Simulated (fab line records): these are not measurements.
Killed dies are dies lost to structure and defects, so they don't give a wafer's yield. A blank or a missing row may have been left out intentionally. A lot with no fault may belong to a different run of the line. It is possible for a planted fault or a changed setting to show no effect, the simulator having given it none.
Split-lot study ; flow n5 finfet ; 7 lots, 21 wafers read, on a route of 1938 steps

== THE SPLIT ITSELF ==
At N5_BEOL_M15_ILD_DEP_00 (deposits SiO2 from TEOS/O2, target thk 1629.3 nm, time 346.1 s), the setting time s was moved away from the recipe's 346.1 s on 7 of the 21 wafers read, by -10.5% to +7.4%. The other wafers ran this setting at the recipe's value.

No step appears in the file between the split and the reading.

== THE READING ==
At N5_BEOL_M15_THK_MEAS_01: M15_ILD_THK, given in nm. On this fab line, fault-free wafers typically give 1627 nm with a standard deviation of 26 nm.

wafer;tool, chamber at the split;time s as run, s;against the recipe;M15_ILD_THK, nm;against lot-mates on the recipe
L077.1;pecvd-01, 2;346.1;recipe;1573;-
L077.2;pecvd-01, 1;346.1;recipe;1588;-
L077.3;pecvd-01, 0;346.1;recipe;1638;-
L079.3;pecvd-02, 0;346.1;recipe;1612;-
L079.4;pecvd-02, 1;309.7;-10.5%;1437;-174
L079.6;pecvd-02, 2;346.1;recipe;1609;-
L082.2;pecvd-01, 0;346.1;recipe;1653;-
L082.3;pecvd-01, 1;346.1;recipe;1580;-
L082.4;pecvd-01, 2;346.1;recipe;1611;-
L084.1;pecvd-02, 2;346.1;recipe;1601;-
L084.4;pecvd-02, 2;346.1;recipe;1644;-
L084.5;pecvd-02, 0;346.1;recipe;1656;-
L085.1;pecvd-02, 0;346.1;recipe;1653;-
L085.4;pecvd-02, 0;315.9;-8.7%;1521;-132
L085.5;pecvd-02, 1;315.9;-8.7%;1491;-162
L087.2;pecvd-04, 0;346.1;recipe;1619;-
L087.3;pecvd-04, 2;371.6;+7.4%;1715;+96
L087.4;pecvd-04, 0;371.6;+7.4%;1761;+142
L097.3;pecvd-02, 0;319.3;-7.7%;1528;-117
L097.5;pecvd-02, 0;346.1;recipe;1645;-
L097.6;pecvd-02, 2;319.3;-7.7%;1501;-144

THE FIT
A straight line over all 21 wafers: M15_ILD_THK changes by +15 nm for each +1% of time s; r = +0.94; the points scatter about the line by 27 nm.
The same after taking each lot's own level away (the mean of its wafers on the recipe; 21 wafers): +16.6 nm for each +1%; r = +0.97; scatter 21 nm.
According to that fit, moving time s by its largest amount changes the reading by 1.7e+02 nm.
The lots' own levels span 1599.7 to 1653.0 nm, that is 2.1 times the standard deviation above.
Consequently the slope shifts little with the lot-to-lot level, the two slopes agreeing.
Check: -175 nm against its lot-mates is what the line predicts for one of the wafers moved furthest among these (-10.5%) when that wafer is left out of the fit. It came out at -174 nm against them.

== THE WHOLE CHAIN: every reading that the file lists as answering this split, in the file's order ==
step;what it does;reading;change (the file's fit);r (the file's)
N5_BEOL_M15_ILD_DEP_00;deposits SiO2 from TEOS/O2, target thk 1629.3 nm, time 346.1 s;SiO2_of_BEOL_M15_ILD_DEP_00.thk nm (the simulator's own value, which no gauge read);+16.6 nm for each +1% of the setting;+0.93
N5_BEOL_M15_THK_MEAS_01;;M15_ILD_THK;+16.6 for each +1% of the setting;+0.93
N5_BEOL_M15_VIA_ETCH_16;etches SiO2 in C4F8/O2/Ar, target depth 1792.2 nm;etch.depth nm (the simulator's own value, which no gauge read);+16.6 nm for each +1% of the setting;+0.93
N5_BEOL_M15_VIA_ETCH_16;etches SiO2 in C4F8/O2/Ar, target depth 1792.2 nm;coat_of_BEOL_M15_COAT_04.thk nm (the simulator's own value, which no gauge read);-3.75 nm for each +1% of the setting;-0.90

== FILE'S OWN FIT ==
M15_ILD_THK changes by +16.6 nm for each +1% of time s, r = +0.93.
